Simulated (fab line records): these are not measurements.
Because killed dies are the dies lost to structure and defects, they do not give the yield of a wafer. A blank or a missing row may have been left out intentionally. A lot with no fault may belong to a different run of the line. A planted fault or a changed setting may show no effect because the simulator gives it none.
fab line records    flow n5-finfet
record: lots: 4  wafers: 12  last-day: 19
route steps=1938 shown SD_EPI_N@276 SD_EPI_P@295 SD_ACTIVATION@332 BEOL_M4@1111 PASSIVATION@1936
lots with no fault: from the same line, run without faults
start-h: the number of hours between the record's first day and the start of the first shown wafer of the lot    wait-h: hours elapsed since this lot's preceding step    " identical to the entry in the row above    L1.1+2: a single row standing in for several wafers    - value missing, or start not given    * or withheld: withheld    < > ~ a bound
route shown NAME@n: a module of which the file shows steps, and the number in the route of the first    usual: average and standard deviation across the fault-free wafers    same: alike in all rows    chamber/n: place in a boat    sites: the reading at each site    _std_site: standard deviation across them    _edge_site: the outer-site mean with the inner-site mean subtracted    radius-mm: how far each site lies from the wafer's centre    mask NAME#n: copy n    behind: tool/chamber where the wafer was last shaped    hold: the reason the lot was held/the length of the hold in hours/how it ended    device: names the non-switching transistor (n, p or np)    end of line: the same wafers' tests at the end of the route    a step with no rows: only its recipe    killed: the dies lost at the first sort to structure and to defects; this is not the yield of the wafer    map: per-die view of a wafer (x killed, . not killed, _ where there is no die)
set.NAME: the setting the step ran with; set.NAME@STEP: the setting that earlier step ran with    model.NAME: the simulator's own value behind a step, which no gauge read
lots seen at some steps along the route; tables by step, rows by wafer
services: when a tool's chamber went out of use (start-h, in hours from the record's first day, below 0 if earlier), for how many hours, and the reason
== steps ==
step: N5_SD_EPI_N_STRIP_36
recipe: chemistry: N2/H2  temp-c: 40  n2-flow-sccm: 200  h2-flow-sccm: 200  rf-frequency-hz: 6e+07
step: N5_SD_EPI_N_ETCHBACK_44
recipe: chemistry: CH3F/O2  mode: anisotropic-etchback  target: SiNx  target-depth-a: 145  stop-on: SiO2  over-etch-frac: 0.3  ion-energy-ev: 120  pressure-mtorr: 30  source-w: 395  bias-w: 73  Ar_flow_sccm: 150  CH3F_flow_sccm: 30  O2_flow_sccm: 20
step: N5_SD_EPI_N_ETCH_45
recipe: chemistry: CH3F/O2  target: SiOCN  target-depth-a: 60  mask-material: SOC  ion-energy-ev: 60  bias-w: 29  pressure-mtorr: 15  source-w: 410  Ar_flow_sccm: 150  CH3F_flow_sccm: 30  O2_flow_sccm: 20
step: N5_SD_EPI_N_ETCH_16
recipe: chemistry: CHF3/O2  target: SiO2  target-depth-a: 50  mask-material: SOC  pressure-mtorr: 30  source-w: 650  bias-w: 170  Ar_flow_sccm: 200  CHF3_flow_sccm: 50  O2_flow_sccm: 5  ion-energy-ev: 200
step: N5_SD_EPI_N_STRIP_47
recipe: chemistry: CHF3/O2  resist: SiARC  rf-frequency-hz: 6e+07
step: N5_SD_EPI_N_SD_RECESS_17
recipe: chemistry: HBr/Cl2/O2  target-depth-a: 410  mask-material: SOC  time-s: 23.7  bt-time-s: 3  pressure-mtorr: 10  icp-w: 800  bias-w: 112  HBr_flow_sccm: 150  Cl2_flow_sccm: 80  O2_flow_sccm: 12
step: N5_SD_EPI_N_STRIP_38
recipe: chemistry: N2/H2  power-w: 1000  temp-c: 250  h2-frac: 0.65  overash-fraction: 0.3  pressure-mtorr: withheld  n2-flow-sccm: 1750  h2-flow-sccm: 3250
step: N5_SD_EPI_N_WET_ETCH_43
recipe: chemistry: dHF  dilution: withheld  time-s: 14  target: SiO2  target-depth-a: 15  temp-c: 25
step: N5_SD_EPI_N_STRIP_18
recipe: chemistry: SPM  time-s: 750  temp-c: 130  h2so4-h2o2-vol-ratio: 4
step: N5_SD_EPI_N_SRD_20
recipe: dry: ipa-marangoni  do-ppb: 5  time-s: 30  temp-c: 23  rinse-liquid: diw
step: N5_SD_EPI_N_PRECLEAN_48
recipe: chemistry: NF3:NH3  afs-cycles: 2  temp-c: 30  time-s: 20  sublimation-temp-c: 180  sublimation-time-s: 60  pressure-torr: 3  rf-power-w: 30
step: N5_SD_EPI_N_VAPOR_ETCH_50
recipe: chemistry: HCl  target: Si  temp-c: 775  time-s: 54  pressure-torr: 20  mode: isotropic
step: N5_SD_EPI_N_EPI_21
recipe: material: Si:P  dopant: P  temp-c: 680  pressure-torr: 255  time-s: 690
usual: susceptor-temp-C: 680.02/0.27  susceptor_temp_C_max: 681.5/0.46
same: time-s: 690
lot.wafer  tool          chamber  start-h  wait-h  susceptor-temp-C  susceptor_temp_C_max  model.Si-P_of_SD_EPI_N_EPI_21.thk-nm
L244.1     epi-rpcvd-01  0        69.52    0.2     679.45            680.6                 60
L244.3     "             0        "        "       680.04            681.7                 59.4
L244.4     "             0        "        "       680.01            681.1                 60
L251.1     epi-rpcvd-01  0        110.22   0.2     675.61            676.6                 54.8
L251.3     "             0        "        "       675.21            676.2                 54.8
L251.6     "             0        112.71   2.5     675.86            676.9                 55
L252.1     epi-rpcvd-01  0        115.87   0.2     674.91            676.4                 55.2
L252.5     "             0        117.36   1.5     674.84            675.6                 55.2
L252.6     "             0        "        "       675.09            676.5                 54.6
L264.3     epi-rpcvd-03  0        188.32   0.9     679.47            681.0                 58.6
L264.4     "             0        "        "       680.13            682.3                 58.4
L264.6     "             0        "        "       679.68            681.6                 58.8
step: N5_SD_EPI_N_EPI_MEAS_23
recipe: mode: xrd
usual: thk-nm: 59.2/1.3
lot.wafer  tool           chamber  start-h  wait-h  thk-nm
L244.1     film-metro-02  -        71.79    1.9     60.0
L244.3     "              -        "        "       59.0
L244.4     "              -        "        "       60.9
L251.1     film-metro-02  -        113.24   2.5     55.3
L251.3     "              -        "        "       54.2
L251.6     "              -        "        "       54.9
L252.1     film-metro-02  -        118.15   1.9     55.2
L252.5     "              -        "        "       55.0
L252.6     "              -        "        "       53.4
L264.3     film-metro-01  -        189.86   1.2     58.9
L264.4     "              -        "        "       56.6
L264.6     "              -        "        "       58.4
step: N5_SD_EPI_N_PRECLEAN_24
recipe: chemistry: O3/DIW  time-s: 60  temp-c: 22  o3-ppm: 10
step: N5_SD_EPI_N_SRD_25
recipe: time-s: 30  temp-c: 23  rinse-liquid: diw  dry: ipa-marangoni
step: N5_SD_EPI_N_PRECLEAN_49
recipe: chemistry: NF3:NH3  afs-cycles: 1  temp-c: 30  time-s: 20  sublimation-temp-c: 180  sublimation-time-s: 60  pressure-torr: 3  rf-power-w: 30
step: N5_SD_EPI_N_LINER_46
recipe: material: SiNx  target-thk-a: 30  temp-c: 400  ald-precursor-family: SiH2I2  ald-co-reactant: N2/H2-plasma  pressure-torr: 2
step: N5_SD_EPI_P_COAT_34
recipe: resist: SOC  temp-c: 250  time-s: 60  spin-rpm: 1500  resist-thk-nm: 350
step: N5_SD_EPI_P_COAT_35
recipe: resist: SiARC  temp-c: 220  time-s: 60  spin-rpm: 1500  resist-thk-nm: 35
step: N5_SD_EPI_P_COAT_03
recipe: resist: CAR-ArF-block  spin-rpm: 1500  resist-thk-nm: 150
step: N5_SD_EPI_P_EBR_05
recipe: solvent: PGMEA  ebr-width-mm: 1.5
step: N5_SD_EPI_P_SOFTBAKE_04
recipe: temp-c: 110  time-s: 60  resist: CAR-ArF-block
step: N5_SD_EPI_P_EXPOSE_06
recipe: mask-id: SD_P_BLK  na: 1.35  source-shape: conventional  sigma-outer: 0.8  polarization: unpolarized  target-cd-nm: 240  dose-mj: 39.5
step: N5_SD_EPI_P_PEB_07
recipe: peb-temp-c: 110  peb-time-s: 60  resist: CAR-ArF-block
step: N5_SD_EPI_P_DEVELOP_08
recipe: develop-time-s: 30  developer: TMAH  resist: CAR-ArF-block  dev-temp-c: 23  rinse-liquid: diw  dry: air-spin
step: N5_SD_EPI_P_DESCUM_14
recipe: chemistry: O2  time-s: 7.9  source-power-w: 50  bias-power-w: 20  pressure-mtorr: 20  rf-frequency-hz: 2.712e+07  temp-c: 40  resist: CAR-ArF-block  o2-flow-sccm: 225
step: N5_SD_EPI_P_ETCH_36
recipe: chemistry: CF4  target: SiARC  target-depth-a: 455  mask-material: CAR-ArF-block  time-s: 75.8  ion-energy-ev: 80  pressure-mtorr: 40  source-w: 545  bias-w: 36  Ar_flow_sccm: 100  cf4-flow-sccm: 100  ends: cleared
step: N5_SD_EPI_P_ETCH_37
recipe: chemistry: N2/H2  target: SOC  overetch-a: 1080  mask-material: SiARC  temp-c: 40  ion-energy-ev: 100  source-w: 3000  bias-w: 133  pressure-mtorr: 20  time-s: 486  n2-flow-sccm: 200  h2-flow-sccm: 200  ends: end-point
step: N5_SD_EPI_P_STRIP_38
recipe: chemistry: N2/H2  temp-c: 40  n2-flow-sccm: 200  h2-flow-sccm: 200  rf-frequency-hz: 6e+07
step: N5_SD_EPI_P_ETCHBACK_46
recipe: chemistry: CH3F/O2  mode: anisotropic-etchback  target: SiNx  target-depth-a: 175  stop-on: SiO2  over-etch-frac: 0.3  ion-energy-ev: 120  pressure-mtorr: 30  source-w: 395  bias-w: 73  Ar_flow_sccm: 150  CH3F_flow_sccm: 30  O2_flow_sccm: 20
step: N5_SD_EPI_P_ETCH_47
recipe: chemistry: CH3F/O2  target: SiOCN  target-depth-a: 250  mask-material: SOC  ion-energy-ev: 60  bias-w: 29  pressure-mtorr: 30  source-w: 410  Ar_flow_sccm: 150  CH3F_flow_sccm: 30  O2_flow_sccm: 20
step: N5_SD_EPI_P_ETCH_16
recipe: chemistry: CHF3/O2  target: SiO2  target-depth-a: 50  mask-material: SOC  pressure-mtorr: 30  source-w: 650  bias-w: 170  Ar_flow_sccm: 200  CHF3_flow_sccm: 50  O2_flow_sccm: 5  ion-energy-ev: 200
step: N5_SD_EPI_P_STRIP_50
recipe: chemistry: CHF3/O2  resist: SiARC  rf-frequency-hz: 6e+07
step: N5_SD_EPI_P_SD_RECESS_17
recipe: chemistry: HBr/Cl2/O2  target-depth-a: 391  bt-time-s: 3  pressure-mtorr: 10  icp-w: 800  bias-w: 112  HBr_flow_sccm: 150  Cl2_flow_sccm: 80  O2_flow_sccm: 12
step: N5_SD_EPI_P_WET_ETCH_45
recipe: chemistry: dHF  dilution: withheld  time-s: 10.7  target: SiO2  target-depth-a: 20  temp-c: 25  dry: ipa-marangoni  rinse-time-s: 30  rinse-temp-c: 23
step: N5_SD_EPI_P_STRIP_40
recipe: chemistry: N2/H2  power-w: 1000  temp-c: 250  h2-frac: 0.65  overash-fraction: 0.3  pressure-mtorr: withheld  n2-flow-sccm: 1750  h2-flow-sccm: 3250
step: N5_SD_EPI_P_PRECLEAN_52
recipe: chemistry: O3/DIW  time-s: 60  temp-c: 22  o3-ppm: 10
step: N5_SD_EPI_P_PRECLEAN_24
recipe: chemistry: O3/DIW  time-s: 45  temp-c: 22  o3-ppm: 10
same: time-s: 45
lot.wafer  tool          chamber  start-h  wait-h  model.Si-P_of_SD_EPI_N_EPI_21.thk-nm
L244.1+4   wet-bench-06  2,1      77.46    0.0     59.2
L244.3     "             4        "        "       58.6
L251.1+3   wet-bench-06  0,6      118.09   0.0     54
L251.6     "             5        "        "       54.2
L252.1+5   wet-bench-02  1,5      123.69   0.0     54.4
L252.6     "             7        "        "       53.8
L264.3+4   wet-bench-01  2,5      202.67   0.0     57.6
L264.6     "             7        "        "       58
step: N5_SD_ACTIVATION_RS_MEAS_03
recipe: thk-meas-gauge: four-point-probe
usual: RS_SD_N: 21.8/0.31  RS_SD_P: 56.1/0.83
lot.wafer  tool           chamber  start-h  wait-h  RS_SD_N[ohm/sq]  RS_SD_P[ohm/sq]
L244.1     film-metro-01  -        77.96    0.2     21.5             57.7
L244.3     "              -        "        "       21.8             56.2
L244.4     "              -        "        "       21.6             56.5
L251.1     film-metro-02  -        118.60   0.2     23.5             56.7
L251.3     "              -        "        "       23.2             56.1
L251.6     "              -        "        "       23.3             56.6
L252.1     film-metro-02  -        124.37   0.2     23.1             55.9
L252.5     "              -        "        "       23.2             56.1
L252.6     "              -        "        "       23.3             56.6
L264.3     film-metro-02  -        203.21   0.2     21.9             57.4
L264.4     "              -        "        "       22.3             57.4
L264.6     "              -        "        "       22.0             57.0
step: N5_BEOL_M4_RC_MEAS_101
usual: DIBL_N: 36.6/1.3  DIBL_P: 36.4/1.4  IOFF_N: 0.167/0.023  IOFF_P: 0.219/0.029  ION_N: 678/8.7  ION_P: 464/6.4  RS_SD_N: 28.3/0.41  SS_N: 71.5/0.53  SS_P: 73.4/0.57  VT_N: 248.5/2.8  VT_P: -249/3.1
lot.wafer  tool       chamber  start-h  wait-h  DIBL_N[mV/V]  DIBL_P[mV/V]  IOFF_N[nA/um]  IOFF_P[nA/um]  ION_N[uA/um]  ION_P[uA/um]  RS_SD_N[ohm/sq]  SS_N[mV/dec]  SS_P[mV/dec]  VT_N[mV]  VT_P[mV]
L244.1     prober-02  0        193.10   0.0     38.4          37.2          0.204          0.264          692           470           28.0             72.3          74.5          241.0     -244
L244.3     "          0        "        "       37.4          36.8          0.190          0.254          682           469           28.2             72.0          73.6          247.6     -245
L244.4     "          0        "        "       37.6          36.5          0.193          0.266          691           471           27.9             72.0          74.0          243.1     -243
L252.1     prober-01  0        254.70   0.0     34.0          34.7          0.146          0.229          676           470           30.0             71.4          72.7          250.7     -244
L252.5     "          0        "        "       35.8          36.4          0.177          0.247          685           469           29.8             71.4          73.7          248.0     -245
L252.6     "          0        "        "       33.6          34.6          0.134          0.224          663           465           30.2             70.5          73.0          253.4     -245
L251.1     prober-01  0        283.19   0.0     36.8          36.2          0.178          0.202          674           461           30.2             71.8          72.7          246.7     -249
L251.3     "          0        "        "       35.6          35.3          0.153          0.196          664           459           30.0             72.0          73.3          249.0     -250
L251.6     "          0        "        "       37.3          37.4          0.185          0.225          678           460           30.0             71.6          73.7          244.3     -249
L264.3     prober-02  0        351.72   0.3     36.3          37.9          0.161          0.207          675           468           28.6             71.6          72.9          251.6     -251
L264.4     "          0        "        "       34.9          35.4          0.138          0.168          667           456           29.0             71.0          71.8          251.8     -255
L264.6     "          0        "        "       35.5          36.8          0.152          0.197          676           461           28.5             70.6          72.7          248.2     -250
step: N5_PASSIVATION_PROBE_49
usual: defect-limited-yield: 91.6/1.6  killed_at_M0_to_M3: 32/9.7  killed_at_M4_up: 13/4.4  killed-at-contacts: 12/6.5  killed-at-front-end: 38/12  killed-at-other: 3.7/3  killed-dies: 99/18  killed-on-rim: 13/3.9  killed-open: 66/14  killed-short: 32/7.5  sort_bin_5_function: 4.9/1  sort_bin_6_memory: 3.2/0.73  sort-n-pass: 1081/18  sort-yield-pct: 91.6/1.6
same: gross-dies: 1180  killed-at-back-side: 0  sort_bin_4_leakage[%]: 0  sort_bin_8_speed[%]: 0
lot.wafer  tool       chamber  start-h  wait-h  defect-limited-yield[%]  killed_at_M0_to_M3  killed_at_M4_up  killed-at-contacts  killed-at-front-end  killed-at-other  killed-dies  killed-on-rim  killed-open  killed-short  sort_bin_5_function[%]  sort_bin_6_memory[%]  sort-n-pass  sort-yield-pct[%]
L244.1     prober-02  -        299.74   0.0     92.6                     35                  9                18                  23                   2                87           12             53           33            4.7                     2.5                   1093         92.6
L244.3     prober-02  -        299.84   0.1     93.2                     27                  9                18                  23                   3                80           13             54           26            3.9                     2.2                   1100         93.2
L244.4     prober-02  -        299.89   0.2     92.9                     32                  10               18                  22                   2                84           12             53           31            4.6                     2.1                   1096         92.9
L252.1     prober-01  -        353.40   0.0     94.5                     26                  8                7                   22                   2                65           4              48           17            3.1                     2.2                   1115         94.5
L252.5     prober-01  -        353.60   0.2     93.6                     40                  7                6                   18                   4                75           10             53           22            4.2                     2.0                   1105         93.6
L252.6     prober-01  -        353.65   0.3     92.5                     38                  15               4                   25                   7                89           10             67           22            4.2                     3.2                   1091         92.5
L251.1     prober-02  -        393.31   0.0     92.7                     35                  18               9                   24                   0                86           9              46           40            4.4                     2.5                   1094         92.7
L251.3     prober-02  -        393.41   0.1     91.7                     41                  13               12                  27                   5                98           17             58           39            4.7                     3.3                   1082         91.7
L251.6     prober-02  -        393.56   0.3     90.1                     40                  13               15                  44                   5                117          15             78           39            6.8                     2.7                   1063         90.1
L264.3     prober-02  -        454.19   0.1     89.9                     27                  14               8                   65                   5                119          14             89           30            6.3                     3.5                   1061         89.9
L264.4     prober-02  -        454.24   0.2     89.2                     21                  18               13                  72                   3                127          16             94           33            6.0                     4.4                   1053         89.2
L264.6     prober-02  -        454.34   0.3     88.5                     56                  11               8                   56                   5                136          17             84           51            6.9                     4.5                   1044         88.5
killed by level:class
L244.1 MOL_CONTACT_COAG:geometric-particle:open=14 GATE_CUT:geometric-particle:short=6 BEOL_M0_SAQP:geometric-particle:short=6 BEOL_M0_SAQP:geometric-particle:open=6 FIN_SAQP:geometric-particle:open=4 DUMMY_GATE:geometric-particle:open=4 MOL_CONTACT_COAG:geometric-particle:short=4 BEOL_M0:geometric-particle:open=4
L244.3 MOL_CONTACT_COAG:geometric-particle:open=16 BEOL_M3:geometric-particle:open=7 BEOL_M0:geometric-particle:open=5 GATE_CUT:geometric-particle:short=4 FIN_SAQP:geometric-particle:open=3 FIN_SAQP:geometric-particle:short=3 STI_FIN_REVEAL:geometric-particle:open=3 GATE_CUT:geometric-particle:open=3
L244.4 MOL_CONTACT_COAG:geometric-particle:open=15 BEOL_M0_SAQP:geometric-particle:short=10 BEOL_M2:geometric-particle:open=7 FIN_SAQP:geometric-particle:open=5 GATE_CUT:geometric-particle:open=4 BEOL_M0:geometric-particle:short=4 GATE_CUT:geometric-particle:short=3 MOL_CONTACT_COAG:geometric-particle:short=3
L252.1 BEOL_M1:geometric-particle:open=6 DUMMY_GATE:geometric-particle:open=5 MOL_CONTACT_COAG:geometric-particle:open=5 BEOL_M1:geometric-particle:short=4 BEOL_M3:geometric-particle:open=4 BEOL_M0_SAQP:geometric-particle:open=3 BEOL_M0_SAQP:geometric-particle:short=3 BEOL_M0:geometric-particle:open=3
L252.5 BEOL_M0:geometric-particle:open=15 BEOL_M1:geometric-particle:open=7 BEOL_M3:geometric-particle:open=6 MOL_CONTACT_COAG:geometric-particle:open=5 DUMMY_GATE:geometric-particle:open=4 FIN_SAQP:geometric-particle:short=3 BEOL_M0_SAQP:geometric-particle:short=3 BEOL_M0:geometric-particle:short=3
L252.6 BEOL_M4:geometric-particle:open=8 BEOL_M0_SAQP:geometric-particle:short=7 BEOL_M1:geometric-particle:open=7 FIN_SAQP:geometric-particle:open=6 STI_FIN_REVEAL:geometric-particle:open=6 BEOL_M0_SAQP:geometric-particle:open=6 BEOL_M0:geometric-particle:open=5 PAD_METAL:geometric-particle:open=5
L251.1 BEOL_M0_SAQP:geometric-particle:short=15 BEOL_M4:geometric-particle:open=9 MOL_CONTACT_COAG:geometric-particle:open=7 FIN_SAQP:geometric-particle:short=4 BEOL_M1:geometric-particle:open=4 BEOL_M1:geometric-particle:short=4 GATE_CUT:geometric-particle:short=3 GATE_CUT:geometric-particle:open=3
L251.3 BEOL_M0_SAQP:geometric-particle:short=10 MOL_CONTACT_COAG:geometric-particle:open=9 BEOL_M0_SAQP:geometric-particle:open=9 FIN_SAQP:geometric-particle:open=7 BEOL_M2:geometric-particle:open=7 BEOL_M4:geometric-particle:open=6 FIN_SAQP:geometric-particle:short=5 DUMMY_GATE:geometric-particle:open=4
L251.6 FIN_SAQP:geometric-particle:short=11 MOL_CONTACT_COAG:geometric-particle:open=11 BEOL_M0_SAQP:geometric-particle:short=8 BEOL_M4:geometric-particle:open=8 FIN_SAQP:geometric-particle:open=7 BEOL_M0_SAQP:geometric-particle:open=7 STI_FIN_REVEAL:geometric-particle:open=7 BEOL_M3:geometric-particle:open=7
L264.3 STI_FIN_REVEAL:geometric-particle:open=25 FIN_SAQP:geometric-particle:open=11 MOL_CONTACT_COAG:geometric-particle:open=8 BEOL_M0_SAQP:geometric-particle:short=8 BEOL_M3:geometric-particle:open=6 DUMMY_GATE:geometric-particle:open=6 BEOL_M4:geometric-particle:open=6 FIN_SAQP:geometric-particle:short=5
L264.4 STI_FIN_REVEAL:geometric-particle:open=32 MOL_CONTACT_COAG:geometric-particle:open=13 BEOL_M4:geometric-particle:open=11 STI_FIN_REVEAL:geometric-particle:short=8 DUMMY_GATE:geometric-particle:open=7 FIN_SAQP:geometric-particle:open=5 GATE_CUT:geometric-particle:short=5 BEOL_M0_SAQP:geometric-particle:open=5
L264.6 BEOL_M0_SAQP:geometric-particle:short=18 BEOL_M0_SAQP:geometric-particle:open=15 STI_FIN_REVEAL:geometric-particle:open=9 BEOL_M2:geometric-particle:open=8 BEOL_M3:geometric-particle:open=8 FIN_SAQP:geometric-particle:open=7 FIN_SAQP:geometric-particle:short=7 DUMMY_GATE:geometric-particle:open=6
== services ==
tool          chamber  start-h  hours  kind
epi-rpcvd-03  -        100.86   2.8    pm
epi-rpcvd-01  -        106.64   2.8    pm
epi-rpcvd-01  -        161.15   14.6   pm
epi-rpcvd-03  -        192.23   1.0    repair
== key ==
first-sign: step: N5_SD_EPI_N_EPI_21  reading: susceptor-temp-C  direction: down  sigmas: 18  usual: *  struck: *
effect: step: N5_SD_EPI_N_EPI_21  reading: susceptor_temp_C_max  direction: down  sigmas: 11  usual: *  struck: *
effect: step: N5_SD_EPI_N_EPI_MEAS_23  reading: thk-nm  direction: down  sigmas: 3.5  usual: *  struck: *
effect: step: N5_SD_ACTIVATION_RS_MEAS_03  reading: RS_SD_N  direction: up  sigmas: 4.6  usual: 21.8  struck: 23.3
effect: step: N5_BEOL_M4_RC_MEAS_101  reading: RS_SD_N  direction: up  sigmas: 4.3  usual: 28.3  struck: 30.0
model-effect: step: N5_SD_EPI_N_EPI_21  value: Si-P_of_SD_EPI_N_EPI_21.thk-nm  without: 59.73  struck: 54.93
model-effect: step: N5_SD_EPI_P_PRECLEAN_24  value: Si-P_of_SD_EPI_N_EPI_21.thk-nm  without: 58.93  struck: 54.13
met-at N5_SD_EPI_N_EPI_21
struck-wafers L251.1,L251.3,L251.6,L252.1,L252.5,L252.6
fault: kind: process-parameter-drift  tool: epi-rpcvd-01  chamber: -  onset-h: 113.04  steps: N5_SD_EPI_N_EPI_21  channel: temp-c  offset: *  shape: step  end-h: 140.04  acts-in: *  stated: *
